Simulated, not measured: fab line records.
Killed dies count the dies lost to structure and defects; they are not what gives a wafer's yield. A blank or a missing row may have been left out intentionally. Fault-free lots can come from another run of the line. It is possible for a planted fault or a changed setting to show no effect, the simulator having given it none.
Which tool is to blame? -- flow nand harc -- 12 lots, 36 wafers sampled, at 1 step of a route of 1159

WHAT EACH GAUGE READ, for each wafer
NHARC_A_CONTACT_INSPECT_23.
lot,measured,on,raw defect count
L075,day 17 11:54,defect inspect-01,681 629 618
L079,day 17 16:17,defect inspect-02,480 293 485
L078,day 17 23:20,defect inspect-01,364 573 356
L080,day 18 23:02,defect inspect-01,361 376 613
L082,day 19 15:15,defect inspect-01,299 390 400
L086,day 20 11:17,defect inspect-01,401 369 346
L085,day 20 14:08,defect inspect-02,333 354 328
L088,day 21 06:34,defect inspect-02,334 312 468
L090,day 21 21:57,defect inspect-01,482 633 786
L094,day 22 03:10,defect inspect-01,373 276 296
L096,day 22 13:50,defect inspect-01,611 708 409
L097,day 23 05:02,defect inspect-02,695 797 866

EACH LOT AND THE TOOL THAT RAN IT (in order: tool; ch and the chambers of the sampled wafers; start)
Record: no process step prior to these readings.

THE ANSWER, worked out from the rows above alone
Rule: what is usual is taken from the lots themselves. The widest of any qualifying gaps counts: lots, ordered by their means at a reading, are off when they make up no more than a third of the lots, leave a main group of 4 or more, and stand apart from it by 3 or more times the standard deviation of that group's means. A main group whose means are all the same, to the digits that the tables above print for the reading, isn't used. Also off: a lot with no number at a reading for which 4 or more lots have one. All remaining lots with rows at the step are treated as sound.
Nothing can be told from this: no lot is off at any reading shown.

WHAT HAD BEEN PUT IN BY THE SIMULATOR
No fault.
